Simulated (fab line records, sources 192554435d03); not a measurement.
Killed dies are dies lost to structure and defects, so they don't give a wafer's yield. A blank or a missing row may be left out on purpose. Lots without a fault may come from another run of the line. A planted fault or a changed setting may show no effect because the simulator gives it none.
Split-lot experiment | flow n5_finfet | 7 lots, 21 wafers read, on a route of 1938 steps

THE SPLIT
At N5_PASSIVATION_PECVD_53 (deposits SiO2 from TEOS/O2, target thk 800 nm, time 169.4 s), the setting time_s was moved away from the recipe's 169.4 s on 10 of the 21 wafers read, by -12.8% to +8.8%. The other wafers ran this setting at the recipe's value.

The reading is taken at the split's own step.

THE READING
SiO2_of_PASSIVATION_PECVD_53.thk_nm (the simulator's own value, which no gauge read), in nm, at N5_PASSIVATION_PECVD_53 (deposits SiO2 from TEOS/O2, target thk 800 nm, time 169.4 s). The file gives no usual value for it. The 11 wafers here that ran the recipe average 802.6 nm, standard deviation 8 nm.

wafer  | tool, chamber at the split | time_s as run, s | against the recipe | SiO2_of_PASSIVATION_PECVD_53.thk_nm, nm | against lot-mates on the recipe
L076.1 | pecvd-03, 1                | 169.4            | recipe             | 802.8                                   | -
L076.2 | pecvd-03, 2                | 169.4            | recipe             | 794.4                                   | -
L076.6 | pecvd-03, 1                | 169.4            | recipe             | 820.6                                   | -
L078.1 | pecvd-03, 1                | 147.8            | -12.8%             | 698.8                                   | -106.2
L078.4 | pecvd-03, 0                | 147.8            | -12.8%             | 704.8                                   | -100.2
L078.5 | pecvd-03, 2                | 169.4            | recipe             | 805                                     | -
L081.3 | pecvd-04, 0                | 169.4            | recipe             | 799                                     | -
L081.4 | pecvd-04, 2                | 152.8            | -9.8%              | 742.4                                   | -56.6
L081.6 | pecvd-04, 0                | 152.8            | -9.8%              | 730.8                                   | -68.2
L085.2 | pecvd-03, 0                | 169.4            | recipe             | 793.8                                   | -
L085.5 | pecvd-03, 2                | 169.4            | recipe             | 800.2                                   | -
L085.6 | pecvd-03, 0                | 169.4            | recipe             | 803.8                                   | -
L084.1 | pecvd-04, 0                | 184.3            | +8.8%              | 864.8                                   | +63.4
L084.4 | pecvd-04, 2                | 184.3            | +8.8%              | 866.6                                   | +65.2
L084.6 | pecvd-04, 1                | 169.4            | recipe             | 801.4                                   | -
L088.1 | pecvd-03, 0                | 150.7            | -11.0%             | 722.4                                   | -91.8
L088.5 | pecvd-03, 0                | 169.4            | recipe             | 814.2                                   | -
L088.6 | pecvd-03, 1                | 150.7            | -11.0%             | 743.2                                   | -71.0
L090.1 | pecvd-04, 1                | 181.2            | +7.0%              | 853.8                                   | +60.2
L090.2 | pecvd-04, 0                | 181.2            | +7.0%              | 859.2                                   | +65.6
L090.5 | pecvd-04, 1                | 169.4            | recipe             | 793.6                                   | -

THE FIT
A straight line over all 21 wafers: SiO2_of_PASSIVATION_PECVD_53.thk_nm changes by +7.2 nm for each +1% of time_s; r = +0.99; the points scatter about the line by 8.7 nm.
The same after taking each lot's own level away (the mean of its wafers on the recipe; 21 wafers): +7.62 nm for each +1%; r = +0.99; scatter 8.2 nm.
On that fit, the largest move of time_s shifts the reading by 97 nm.
The lots' own levels span 793.60 to 814.20 nm, that is 2.6 times the standard deviation above.
So the lot-to-lot level changes the slope little: the two slopes agree.
Check: with one of the wafers moved furthest among these (-12.8%) left out of the fit, the line predicts -93.3 nm for it against its lot-mates. It came out at -106 nm against them.

OTHER SPLITS ON THESE WAFERS
These wafers also went through other splits before the reading. Each is held against what the fit with the lots' levels taken away leaves over:
other split on the same wafers      | wafers away from the commonest value | r with SiO2_of_PASSIVATION_PECVD_53.thk_nm (lot level and that fit taken away)
N5_BEOL_M14_EXPOSE_07 dose_mj       | 4                                    | +0.23
N5_BEOL_M15_EXPOSE_07 dose_mj       | 7                                    | -0.37
N5_BEOL_M15_STRIP_63 pressure_mtorr | 15                                   | +0.19
N5_BEOL_M15_CMP_49 down_force_psi   | 6                                    | +0.02
N5_MIM_BOT_SPUTTER_00 time_s        | 5                                    | +0.18
N5_MIM_BOT_ETCH_ETCH_04 time_s      | 6                                    | -0.12

THE FILE'S OWN FIT
SiO2_of_PASSIVATION_PECVD_53.thk_nm changes by +7.56 nm for each +1% of time_s, r = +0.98.
